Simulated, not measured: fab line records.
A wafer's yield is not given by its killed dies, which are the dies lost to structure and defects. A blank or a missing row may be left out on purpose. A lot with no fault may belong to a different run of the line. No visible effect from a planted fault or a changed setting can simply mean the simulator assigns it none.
fab line records	flow n5_finfet
record lots=5	wafers=15	last_day=17
route steps=1938 shown BEOL_M4@1095 BEOL_M5@1112 PASSIVATION@1936
lots that met no fault: from a run of the same line without faults
start_h: hours from the record's first day to the start of the lot's first wafer shown	wait_h: time in hours since the lot's previous step	" same as the row above	L1.1+2: one row covering several wafers at once	- value missing, or start not given	* or withheld: withheld	< > ~ a bound
route shown NAME@n: names a module that has steps shown in the file, with the first one's number in the route	usual: mean and standard deviation over wafers with no fault	same: alike in all rows	chamber/n: place in a boat	sites: each site's reading	_std_site: their standard deviation	_edge_site: inner sites' mean taken away from outer sites' mean	radius_mm: how far each site lies from the wafer's centre	mask NAME#n: copy n	behind: the tool/chamber that last shaped the wafer	hold: cause of the lot's hold/its duration in hours/its outcome	device: names the non-switching transistor (n, p or np)	end of line: the tests these same wafers got at the end of their route	step lacking rows: just its recipe	killed: at the first sort, the dies lost to defects and structure; wafer yield is something else	map: dies across one wafer; x = killed, . = not, _ = none there
set.NAME: the run value of the setting; set.NAME@STEP: its run value at that earlier step	model.NAME: the simulator's own value behind a step, which no gauge read
lots seen at some steps along the route; tables by step, rows by wafer
services: when a tool's chamber went out of use (start_h, in hours from the record's first day, below 0 if earlier), for how many hours, and the reason
## steps
# step N5_BEOL_M4_ANNEAL_91
# recipe temp_c=400	time_s=240	ambient=vacuum
# step N5_BEOL_M4_SPUTTER_92
# recipe material=Cu	target_thk_a=45	temp_c=-20	chamber_pressure_pa=0.07	power_w=withheld	time_s=8.29
# step N5_BEOL_M4_ANNEAL_93
# recipe temp_c=400	time_s=240	ambient=vacuum
# step N5_BEOL_M4_SPUTTER_94
# recipe material=Cu	target_thk_a=45	temp_c=-20	chamber_pressure_pa=0.07	power_w=withheld	time_s=8.29
# step N5_BEOL_M4_ANNEAL_95
# recipe temp_c=400	time_s=240	ambient=vacuum
# step N5_BEOL_M4_SPUTTER_96
# recipe material=Cu	target_thk_a=45	temp_c=-20	chamber_pressure_pa=0.07	power_w=withheld	time_s=8.29
# usual chuck_gas_flow_sccm=1.27/0.05	susceptor_temp_C=-20.00/0.1	throttle_valve_pct=30.1/0.64
lot.wafer	tool	chamber	start_h	wait_h	chuck_gas_flow_sccm	susceptor_temp_C	throttle_valve_pct
L736.1	pvd_sputter-02	-	174.44	0.1	1.25	-20.09	30.5
L736.4	"	-	"	"	1.22	-20.06	30.9
L736.6	"	-	"	"	1.37	-20.07	29.3
L738.3	pvd_sputter-03	-	177.85	0.1	1.34	-20.07	30.0
L738.4	"	-	"	"	1.24	-20.01	30.9
L738.6	"	-	"	"	1.29	-19.88	30.0
L745.3	pvd_sputter-03	-	220.83	0.1	1.26	-20.01	28.7
L745.4	"	-	"	"	1.29	-19.94	30.7
L745.5	"	-	"	"	1.30	-19.91	30.9
L744.1	pvd_sputter-03	-	226.84	0.1	1.26	-20.01	30.7
L744.4	"	-	"	"	1.25	-19.99	30.7
L744.6	"	-	"	"	1.26	-20.15	30.3
L758.1	pvd_sputter-03	-	308.87	0.1	1.29	-19.87	29.7
L758.3	"	-	"	"	1.32	-20.18	28.8
L758.4	"	-	"	"	1.23	-19.84	31.0
# step N5_BEOL_M4_ECD_50
# recipe material=Cu	target_thk_a=3000
# step N5_BEOL_M4_ANNEAL_51
# recipe temp_c=225	time_s=90	ambient=N2
# usual wafer_temp_C_max=226.08/0.28
lot.wafer	tool	chamber	start_h	wait_h	wafer_temp_C_max
L736.1	rtp_anneal-02	0	174.65	0.1	225.50
L736.4	"	0	"	"	225.89
L736.6	"	0	"	"	226.21
L738.3	rtp_anneal-02	0	178.14	0.1	225.75
L738.4	"	0	"	"	226.44
L738.6	"	0	"	"	226.34
L745.3	rtp_anneal-01	0	221.12	0.1	226.22
L745.4	"	0	"	"	226.66
L745.5	"	0	"	"	226.27
L744.1	rtp_anneal-01	0	227.03	0.1	226.49
L744.4	"	0	"	"	226.45
L744.6	"	0	"	"	226.42
L758.1	rtp_anneal-02	0	309.49	0.5	225.79
L758.3	"	0	"	"	225.83
L758.4	"	0	"	"	225.89
# step N5_BEOL_M4_CMP_52
# recipe stop_on=SiOC	t_overpolish_s=6.8	down_force_psi=1	platen_rpm=50	clearing_platen_down_force_psi=1.5	clearing_platen_rpm=50	post_cmp_clean=cu_alkaline	target_thk_nm=40	clearing_platen_pad_velocity_m_s=0.99484	pad_velocity_m_s=0.99484
# usual barrier_field_endpoint_s=25.0/0.62	head_pressure_psi=1.0001/0.0021	motor_current_A=6.0/0.49	overpolish_run_s=6.799/0.0088	platen_rpm=50.00/0.031	time_to_endpoint_s=64/3.5
lot.wafer	tool	chamber	start_h	wait_h	barrier_field_endpoint_s	head_pressure_psi	motor_current_A	overpolish_run_s	platen_rpm	time_to_endpoint_s
L736.1	cmp-01	3	175.19	0.5	25.3	1.0014	6.0	6.798	49.96	68
L736.4	"	0	"	"	25.3	0.9978	5.6	6.782	50.02	60
L736.6	"	1	"	"	25.4	1.0003	5.9	6.799	50.04	67
L738.4	cmp-03	3	178.42	0.2	24.4	0.9987	7.2	6.820	50.04	61
L738.3	"	0	"	"	24.8	0.9939	6.0	6.788	50.02	60
L738.6	"	2	"	"	24.9	0.9947	6.8	6.795	50.00	57
L745.4	cmp-01	1	221.33	0.1	25.7	0.9994	5.7	6.793	49.95	68
L745.3	"	2	"	"	25.1	1.0041	6.2	6.794	50.02	63
L745.5	"	2	"	"	25.2	1.0015	6.5	6.802	50.00	60
L744.4	cmp-02	2	227.41	0.2	26.0	0.9991	6.4	6.804	50.01	63
L744.1	"	3	"	"	24.0	0.9999	5.6	6.804	50.01	57
L744.6	"	1	"	"	25.1	0.9980	6.1	6.799	50.01	63
L758.4	cmp-03	0	310.11	0.3	25.5	1.0002	5.8	6.794	50.00	63
L758.3	"	1	"	"	26.3	0.9976	6.8	6.794	49.94	67
L758.1	"	2	"	"	24.8	0.9981	6.6	6.818	49.95	61
# step N5_BEOL_M4_THK_MEAS_53
# recipe thk_meas_gauge=xrf	reads=Cu_of_BEOL_M4_ECD_50
# usual M4_THK=39.8/1.6
lot.wafer	tool	chamber	start_h	wait_h	M4_THK[nm]
L736.1	film_metro-01	-	175.41	-	40.2
L736.4	"	-	"	"	38.4
L736.6	"	-	"	"	38.6
L738.3	film_metro-01	-	178.64	-	38.8
L738.4	"	-	"	"	39.4
L738.6	"	-	"	"	37.8
L745.3	film_metro-01	-	221.63	-	40.4
L745.4	"	-	"	"	39.1
L745.5	"	-	"	"	39.1
L744.1	film_metro-02	-	227.63	-	41.7
L744.4	"	-	"	"	43.2
L744.6	"	-	"	"	42.5
L758.1	film_metro-02	-	310.37	-	37.6
L758.3	"	-	"	"	41.3
L758.4	"	-	"	"	38.4
# step N5_BEOL_M4_PRE_CLEAN_60
# recipe gas=NH3/H2	time_s=15	temp_c=*	rf_power_w=300
# step N5_BEOL_M4_CO_CAP_55
# recipe material=Co	target_thk_a=20	temp_c=200	precursor=CCTBA/H2	pressure_torr=30	time_s=102.1
# step N5_BEOL_M4_PRE_CLEAN_56
# recipe gas=NH3	time_s=15	temp_c=withheld	rf_power_w=300
lot.wafer	tool	chamber	start_h	wait_h
L736.1+4+6	pecvd-04	1,2,1	175.80	0.1
L738.3+4+6	pecvd-04	0,2,0	178.81	0.1
L745.3+4+5	pecvd-04	0,1,2	221.79	0.1
L744.1+4+6	pecvd-03	0,0,1	227.79	0.1
L758.1+3+4	pecvd-04	0,1,2	310.57	0.1
# step N5_BEOL_M4_DEP_57
# recipe material=SiCN	target_thk_a=80	temp_c=withheld	precursor=3MS/NH3	pressure_torr=3	rf_w=202	time_s=14
# step N5_BEOL_M4_RS_MEAS_58
# recipe thk_meas_gauge=four-point-probe	reads=Co_of_BEOL_M4_CO_CAP_55+Cu_of_BEOL_M4_ECD_50+Co_of_BEOL_M4_CVD_47+TaN_of_BEOL_M4_ALD_84
# usual M4_RS=0.67/0.034
lot.wafer	tool	chamber	start_h	wait_h	M4_RS[ohm/sq]
L736.1	film_metro-01	-	175.90	0.0	0.65
L736.4	"	-	"	"	0.69
L736.6	"	-	"	"	0.68
L738.3	film_metro-02	-	178.90	0.1	0.68
L738.4	"	-	"	"	0.67
L738.6	"	-	"	"	0.71
L745.3	film_metro-01	-	221.89	0.1	0.65
L745.4	"	-	"	"	0.67
L745.5	"	-	"	"	0.68
L744.1	film_metro-02	-	227.92	0.1	0.64
L744.4	"	-	"	"	0.61
L744.6	"	-	"	"	0.63
L758.1	film_metro-01	-	310.66	0.0	0.73
L758.3	"	-	"	"	0.65
L758.4	"	-	"	"	0.70
# step N5_BEOL_M4_INSPECT_59
# recipe inspect_instrument=darkfield	mode=post_dep
# usual raw_defect_count=70/24
lot.wafer	tool	chamber	start_h	wait_h	raw_defect_count
L736.1	defect_inspect-02	-	175.92	0.0	61
L736.4	"	-	"	"	88
L736.6	"	-	"	"	97
L738.3	defect_inspect-02	-	178.93	0.0	71
L738.4	"	-	"	"	74
L738.6	"	-	"	"	60
L745.3	defect_inspect-02	-	221.91	0.0	51
L745.4	"	-	"	"	55
L745.5	"	-	"	"	474
L744.1	defect_inspect-02	-	227.94	0.0	70
L744.4	"	-	"	"	52
L744.6	"	-	"	"	42
L758.1	defect_inspect-02	-	310.69	0.0	42
L758.3	"	-	"	"	41
L758.4	"	-	"	"	55
# step N5_BEOL_M4_RC_MEAS_101
# usual DIBL_N=36.5/1.7	DIBL_P=36.3/2.1	IOFF_N=0.16/0.036	IOFF_P=0.21/0.037	ION_N=676/12	ION_P=462/7.6	SS_N=71.5/0.68	SS_P=73.3/0.63	VT_N=249/3.5	VT_P=-250/3.5
lot.wafer	tool	chamber	start_h	wait_h	DIBL_N[mV/V]	DIBL_P[mV/V]	IOFF_N[nA/um]	IOFF_P[nA/um]	ION_N[uA/um]	ION_P[uA/um]	SS_N[mV/dec]	SS_P[mV/dec]	VT_N[mV]	VT_P[mV]
L736.1	prober-01	0	175.95	0.0	37.0	36.9	0.18	0.22	677	463	72.0	73.3	248	-251
L736.4	"	0	"	"	34.0	33.7	0.13	0.18	669	462	71.3	73.2	251	-251
L736.6	"	0	"	"	37.7	37.8	0.21	0.24	690	468	72.4	73.8	246	-250
L738.3	prober-02	0	179.26	0.3	36.5	37.7	0.16	0.18	678	451	71.6	73.4	252	-253
L738.4	"	0	"	"	39.6	40.6	0.20	0.22	686	463	72.3	74.4	246	-253
L738.6	"	0	"	"	38.2	39.9	0.20	0.21	687	460	72.0	74.4	248	-253
L745.3	prober-02	0	222.25	0.3	34.9	33.8	0.13	0.15	663	450	71.4	72.9	250	-258
L745.4	"	0	"	"	33.9	32.3	0.11	0.13	671	449	71.1	72.4	254	-258
L745.5	"	0	"	"	34.0	32.0	0.12	0.13	662	446	72.3	72.3	256	-259
L744.1	prober-01	0	227.97	0.0	39.5	40.1	0.23	0.31	695	473	72.4	75.2	244	-246
L744.4	"	0	"	"	35.8	35.5	0.17	0.22	682	466	71.2	73.4	246	-248
L744.6	"	0	"	"	34.7	34.3	0.14	0.20	675	463	70.9	73.0	249	-251
L758.1	prober-02	0	310.71	0.0	36.5	37.3	0.16	0.23	685	476	71.7	73.9	247	-249
L758.3	"	0	"	"	34.3	33.8	0.12	0.19	667	466	70.7	73.0	253	-250
L758.4	"	0	"	"	37.0	35.8	0.15	0.21	676	469	71.6	72.9	250	-248
# step N5_BEOL_M5_ILD_DEP_00
# recipe material=SiCOH_lowk	target_thk_a=1406.4	temp_c=300	precursor=DEMS/porogen	pressure_torr=5	rf_w=500	time_s=25.9
# usual chamber_pressure_Torr=5.002/0.011	heater_power_w=267/48	showerhead_plenum_p_Torr=5.740/0.017	susceptor_temp_C=300.00/0.19	throttle_valve_pct=14.1/0.63
lot.wafer	tool	chamber	start_h	wait_h	chamber_pressure_Torr	heater_power_w	showerhead_plenum_p_Torr	susceptor_temp_C	throttle_valve_pct
L736.1	pecvd-04	1	176.92	0.8	5.009	202	5.768	300.25	13.9
L736.4	"	1	"	"	5.006	218	5.759	300.11	13.8
L736.6	"	0	"	"	4.995	277	5.718	299.97	14.4
L738.3	pecvd-02	1	179.92	0.5	5.001	325	5.721	299.66	14.5
L738.4	"	2	"	"	5.009	346	5.773	299.88	14.2
L738.6	"	0	"	"	4.983	322	5.745	300.18	13.5
L745.3	pecvd-02	1	222.92	0.5	5.017	312	5.741	300.08	14.4
L745.4	"	0	"	"	5.012	325	5.765	299.78	13.3
L745.5	"	1	"	"	5.013	319	5.724	300.00	14.5
L744.1	pecvd-02	1	228.93	0.8	4.997	315	5.725	300.11	14.8
L744.4	"	0	"	"	4.993	323	5.771	300.05	13.2
L744.6	"	1	"	"	4.984	317	5.728	299.97	14.9
L758.1	pecvd-04	2	311.67	0.8	4.998	241	5.718	300.15	14.5
L758.3	"	1	"	"	4.999	239	5.771	299.83	13.6
L758.4	"	0	"	"	4.982	249	5.713	299.84	14.2
# step N5_BEOL_M5_CURE_79
# recipe temp_c=385	time_s=240	ambient=He/Ar	material=SiCOH_lowk
# step N5_BEOL_M5_THK_MEAS_01
# recipe reads=SiCOH_lowk_of_BEOL_M5_ILD_DEP_00
# usual M5_ILD_THK=120.2/1.7
lot.wafer	tool	chamber	start_h	wait_h	M5_ILD_THK[nm]
L736.1	film_metro-02	-	177.49	0.4	120.0
L736.4	"	-	"	"	122.6
L736.6	"	-	"	"	121.0
L738.3	film_metro-02	-	180.50	0.3	118.8
L738.4	"	-	"	"	120.7
L738.6	"	-	"	"	120.7
L745.3	film_metro-02	-	223.49	0.3	119.0
L745.4	"	-	"	"	121.2
L745.5	"	-	"	"	119.3
L744.1	film_metro-01	-	229.52	0.4	119.7
L744.4	"	-	"	"	122.9
L744.6	"	-	"	"	123.0
L758.1	film_metro-02	-	312.25	0.4	119.7
L758.3	"	-	"	"	118.6
L758.4	"	-	"	"	122.0
# step N5_BEOL_M5_PECVD_70
# recipe material=SiO2	target_thk_a=160	temp_c=400	precursor=TEOS/O2	pressure_torr=5.5	rf_w=450	teos_flow_sccm=53.8	gas=O2	flow_sccm=3000	time_s=18
# step N5_BEOL_M5_HM_DEP_02
# recipe material=TiN	target_thk_a=200	temp_c=25	chamber_pressure_pa=0.49996
# usual susceptor_temp_C=25.01/0.12	throttle_valve_pct=30.2/0.59
lot.wafer	tool	chamber	start_h	wait_h	susceptor_temp_C	throttle_valve_pct
L736.1	pvd_sputter-03	-	178.49	0.9	25.10	30.5
L736.4	"	-	"	"	24.92	30.8
L736.6	"	-	"	"	24.83	30.4
L738.3	pvd_sputter-03	-	181.48	0.9	24.82	30.6
L738.4	"	-	"	"	25.10	30.8
L738.6	"	-	"	"	25.17	30.2
L745.3	pvd_sputter-03	-	224.26	0.7	24.95	30.2
L745.4	"	-	"	"	24.64	30.6
L745.5	"	-	"	"	24.84	30.8
L744.1	pvd_sputter-01	-	230.37	0.8	24.99	30.1
L744.4	"	-	"	"	24.95	30.2
L744.6	"	-	"	"	25.05	29.9
L758.1	pvd_sputter-02	-	312.47	0.2	25.06	29.3
L758.3	"	-	"	"	24.95	30.1
L758.4	"	-	"	"	24.83	30.7
# step N5_BEOL_M5_COAT_59
# recipe resist=SOC	temp_c=250	time_s=60	spin_rpm=1500	resist_thk_nm=60
# step N5_BEOL_M5_COAT_60
# recipe resist=SiARC	temp_c=220	time_s=60	spin_rpm=1500	resist_thk_nm=12
# step N5_BEOL_M5_COAT_71
# recipe resist=underlayer	temp_c=205	time_s=60	spin_rpm=1500	resist_thk_nm=5
# step N5_BEOL_M5_COAT_05
# recipe resist=CAR-EUV	spin_rpm=1500	resist_thk_nm=30
# step N5_BEOL_M5_EBR_07
# recipe solvent=PGMEA	ebr_width_mm=1.5
# step N5_BEOL_M5_SOFTBAKE_06
# recipe temp_c=110	time_s=60	resist=CAR-EUV
# step N5_BEOL_M5_EXPOSE_08
# recipe mask_id=M5	na=0.33	source_shape=annular	sigma_inner=0.4	sigma_outer=0.8	polarization=unpolarized	target_cd_nm=28	dose_mj=35.75
# step N5_BEOL_M5_PEB_09
# recipe peb_temp_c=100	peb_time_s=60	resist=CAR-EUV
# step N5_BEOL_M5_DEVELOP_10
# recipe develop_time_s=30	developer=TMAH	resist=CAR-EUV	rinse_liquid=surfactant_rinse	dry=air_spin	dev_temp_c=23
# step N5_BEOL_M5_CD_MEAS_11
# recipe target_cd_nm=27.74	landing_energy_ev=500	detector=se_inlens
# usual cd_nm=28.03/0.27
# same landing_energy_ev=500
lot.wafer	tool	chamber	start_h	wait_h	cd_nm
L736.1	cd_sem-03	0	178.88	-	27.97
L736.4	"	0	"	"	27.86
L736.6	"	0	"	"	27.41
L738.3	cd_sem-03	0	181.87	-	27.93
L738.4	"	0	"	"	28.30
L738.6	"	0	"	"	27.67
L745.3	cd_sem-01	0	224.66	-	28.46
L745.4	"	0	"	"	27.62
L745.5	"	0	"	"	27.77
L744.1	cd_sem-03	0	230.88	-	27.81
L744.4	"	0	"	"	28.18
L744.6	"	0	"	"	28.49
L758.1	cd_sem-02	0	313.04	-	27.86
L758.3	"	0	"	"	27.89
L758.4	"	0	"	"	28.20
# step N5_BEOL_M5_OVL_MEAS_12
# recipe points_per_wafer=522
# usual M5_OVL=-0.3/0.68
lot.wafer	tool	chamber	start_h	wait_h	M5_OVL[nm]
L736.1	overlay-01	0	178.91	0.0	-1.6
L736.4	"	0	"	"	-0.4
L736.6	"	0	"	"	-1.1
L738.3	overlay-01	0	181.91	0.0	-0.7
L738.4	"	0	"	"	0.2
L738.6	"	0	"	"	0.5
L745.3	overlay-02	0	224.70	0.0	-0.2
L745.4	"	0	"	"	-0.3
L745.5	"	0	"	"	0.3
L744.1	overlay-02	0	230.91	0.0	0.1
L744.4	"	0	"	"	0.7
L744.6	"	0	"	"	0.4
L758.1	overlay-01	0	313.07	0.0	0.1
L758.3	"	0	"	"	0.1
L758.4	"	0	"	"	-0.6
# step N5_BEOL_M5_INSPECT_13
# recipe mode=adi	inspect_instrument=brightfield
# usual raw_defect_count=379/80
lot.wafer	tool	chamber	start_h	wait_h	raw_defect_count
L736.1	defect_inspect-02	-	178.97	0.1	301
L736.4	"	-	"	"	428
L736.6	"	-	"	"	335
L738.3	defect_inspect-02	-	181.96	0.0	346
L738.4	"	-	"	"	421
L738.6	"	-	"	"	320
L745.3	defect_inspect-02	-	224.74	0.0	409
L745.4	"	-	"	"	290
L745.5	"	-	"	"	879
L744.1	defect_inspect-02	-	230.97	0.1	420
L744.4	"	-	"	"	358
L744.6	"	-	"	"	512
L758.1	defect_inspect-02	-	313.13	0.1	327
L758.3	"	-	"	"	181
L758.4	"	-	"	"	268
# step N5_BEOL_M5_DESCUM_16
# recipe chemistry=O2	time_s=7	source_power_w=50	bias_power_w=20	pressure_mtorr=20	rf_frequency_hz=2.712e+07	temp_c=40	resist=CAR-EUV	o2_flow_sccm=225
# step N5_PASSIVATION_PROBE_49
# usual defect_limited_yield=91.4/1.5	killed_at_M0_to_M3=34/12	killed_at_M4_up=12/4.9	killed_at_contacts=13/7.2	killed_at_front_end=39/12	killed_at_other=3.7/2.9	killed_dies=101/18	killed_open=67/14	killed_short=33/7.2	sort_bin_5_function=5.1/0.97	sort_bin_6_memory=3.2/0.67	sort_n_pass=1079/17	sort_yield_pct=91.4/1.5
# same gross_dies=1180	killed_at_back_side=0	sort_bin_4_leakage[%]=0	sort_bin_8_speed[%]=0
lot.wafer	tool	chamber	start_h	wait_h	defect_limited_yield[%]	killed_at_M0_to_M3	killed_at_M4_up	killed_at_contacts	killed_at_front_end	killed_at_other	killed_dies	killed_open	killed_short	sort_bin_5_function[%]	sort_bin_6_memory[%]	sort_n_pass	sort_yield_pct[%]
L745.5	prober-01	-	326.78	0.2	80.7	64	116	9	34	5	228	80	37	13.0	4.4	952	80.7
# killed by level:class
L745.5 BEOL_M4:unspecified=111 BEOL_M3:geometric_particle:open=23 FIN_SAQP:geometric_particle:short=12 BEOL_M1:geometric_particle:open=11 FIN_SAQP:geometric_particle:open=8 MOL_CONTACT_COAG:geometric_particle:open=7 STI_FIN_REVEAL:geometric_particle:open=6 BEOL_M0_SAQP:geometric_particle:open=6
# map L745.5 (x killed, . not)
_________________...x........________________
______________...x....x........._____________
___________.....x......x...........__________
__________....xx....x..............._________
________.....x................x......._______
_______............x...x......x........______
______.............x.x.................._____
_____x................x.......x.xx.......____
____...........................x...x.xx...___
___..........x...x...............x.........__
___x.....x..x..................x....x......__
__...............x......xxx.xxxx..x........._
__.x..............x.x....xxxxxxxx..x........_
_.xx.......x.x......x.xxxxxxxxxx..x.x........
_.............x........xxxxxxxxxxx.xx........
_................x..x.xxxxxxxxxxxxx..x...xx.x
_....x......x.........xxxxxxxxxxxx.....x.....
_....x................xxxxxxxxxxx.xxx..x...x.
_............x.........xxxxxxxxxxx..x.......x
_.....x................x.x.xxxxx........x....
_.......x............xx.xxxxxxxx......x......
__.........xx...x.x...........x.xxx........x_
__...........................x.............x_
___...x..............x..x....x...x.........__
___x.......x......x.x.............x..x.....__
____.x...x....x..............x..x.........___
_____...x............xx.......x.x....xx..____
______..x..xx...............x..x...x..x._____
_______..............xxx...............______
________x.........xx..x..............._______
__________.x..xx...........x........_________
___________.x....x..x..............__________
______________.xx.....x........._____________
_________________............________________
# map L736.4 (x killed, . not)
_________________....x.......________________
______________............x.x..._____________
___________x.............x.......x.__________
__________x......x.........x...x...x_________
________..................x..........._______
_______..x................x......x.....______
______x.........x...x.....x............._____
_____...................x...........x....____
____.......x...............x..............___
___..x.......x........x..x.....x..x........__
___..x.x..................................x__
__...............x..................x......._
__.................x....xx.................._
_.x.....xx............................xx.....
_......................xx....x.x.x.........x.
_................x...........................
_..........x......xx..x..x................x.x
_......................xx..................x.
_........x..x....x...................x.x.....
_....x..x..x......x...xx.x..x....x....x......
_.....x....x.......x......x.........x........
__.................x....x............x.x...._
__.........................................._
___..........................x......x......__
___...x.....x....x.........................__
____...........x..........................___
_____.x.........x........x...............____
______.............................x...x_____
_______......x........x...x...xx....x..______
________x....................x........_______
__________.........x..........x....._________
___________.........x..............__________
______________.........x........_____________
_________________..x.........________________
## services
tool	chamber	start_h	hours	kind
pvd_sputter-01	-	151.43	3.4	repair
cmp-02	-	156.69	0.8	repair
pecvd-03	2	164.67	13.1	repair
pecvd-02	2	166.59	-	calibration
cmp-03	-	169.80	1.1	repair
cmp-03	-	183.45	1.4	repair
pecvd-04	-	189.42	0.3	repair
pecvd-02	2	202.38	-	clean
pecvd-02	2	202.38	-	consumable_replace:showerhead
pecvd-02	2	202.38	29.0	scheduled_down
cmp-03	-	207.09	2.5	repair
pecvd-03	2	210.24	18.6	repair
cmp-03	-	217.92	4.0	pm
pecvd-04	0	233.51	2.1	scheduled_down
pecvd-04	1	236.22	5.5	scheduled_down
pecvd-04	2	241.68	16.5	scheduled_down
cmp-02	-	244.99	0.4	repair
cmp-03	-	245.88	0.4	repair
cmp-01	-	265.48	1.2	repair
pecvd-04	1	277.93	6.6	repair
pecvd-03	-	288.28	0.2	repair
pecvd-04	2	290.08	10.2	scheduled_down
cmp-02	-	300.87	5.9	repair
pecvd-03	-	308.06	5.5	pm
## key
first_sign step=N5_BEOL_M4_INSPECT_59	reading=raw_defect_count	direction=up	sigmas=17	usual=70	struck=474
effect step=N5_BEOL_M5_INSPECT_13	reading=raw_defect_count	direction=up	sigmas=6.2	usual=379	struck=879
effect step=N5_PASSIVATION_PROBE_49	reading=killed_at_M4_up	direction=up	sigmas=21	usual=12	struck=116
more_kills_born_at N5_BEOL_M4_PRE_CLEAN_56@pecvd-04=111
met_at N5_BEOL_M4_PRE_CLEAN_56
struck_wafers L745.5
onset_between 178.81 221.79
fault kind=chamber_particle_source	tool=pecvd-04	chamber=2	onset_h=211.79	steps=N5_BEOL_M4_PRE_CLEAN_56	rate_per_visit_cm2=0.60889	end_h=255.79
